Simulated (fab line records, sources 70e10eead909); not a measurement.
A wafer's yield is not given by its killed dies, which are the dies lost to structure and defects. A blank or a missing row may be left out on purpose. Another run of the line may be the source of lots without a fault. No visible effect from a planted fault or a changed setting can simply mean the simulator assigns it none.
Matching of chambers	flow nandHarc	NHARC_A_STAIRCASE_DEP_471 on pecvd-03 has 3 sister chambers
The step deposits SiO2, target thk 100 nm. 18 wafers are shown with their chamber, then 9 later ones without.

## WAFERS PAIRED WITH THEIR CHAMBERS
wafer	chamber	throttleValvePct (%)	heaterPowerW (W)
L074.1	2	16.4	596
L074.4	1	15.7	638
L074.6	2	16.2	596
L077.2	1	15.5	603
L077.4	1	15.6	612
L077.6	0	15.5	440
L079.1	2	16.3	512
L079.2	1	15.9	500
L079.3	0	15.6	404
L081.2	0	15.3	431
L081.3	1	15.7	608
L081.5	2	16.4	602
L080.1	1	15.6	487
L080.3	2	16.2	456
L080.5	0	15.5	403
L084.1	2	16.5	452
L084.3	1	16.0	549
L084.6	2	16.5	456

SIGNATURES (means of the wafers above)
reading	chamber 0	chamber 1	chamber 2	scatter within a chamber
throttleValvePct	15.475	15.714	16.357	0.149
heaterPowerW	419.50	571.00	524.29	59.6
Rule: a wafer's distance from a chamber is the root of the sum, over the readings, of the square of ((its reading less the chamber's mean) divided by the reading's scatter). If the next closest chamber is less than 2 further off than the closest, the wafer can't be placed; otherwise it belongs to the closest. The scatter is the square root of a quotient: the sum, over the shown wafers, of each reading's squared deviation from its chamber's mean, divided by wafers minus chambers.

## WAFERS MISSING THEIR CHAMBER
wafer	throttleValvePct (%)	heaterPowerW (W)
L091.1	16.1	529
L091.2	15.9	550
L091.3	14.9	388
L096.2	16.0	604
L096.3	16.4	533
L096.4	16.0	604
L095.3	15.0	436
L095.5	16.1	563
L095.6	15.1	434

## WHICH CHAMBER EACH WENT THROUGH
wafer	from the rows above	in truth
L091.1	can't be placed: 2 or 1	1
L091.2	can't be placed: 1 or 2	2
L091.3	0	0
L096.2	can't be placed: 1 or 2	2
L096.3	2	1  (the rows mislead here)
L096.4	can't be placed: 1 or 2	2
L095.3	0	0
L095.5	can't be placed: 2 or 1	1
L095.6	0	0
Correctly placed: 3 of 9. Unplaceable from these rows: 5, with the true chamber sitting among the candidates in 5. Placed wrongly: 1.
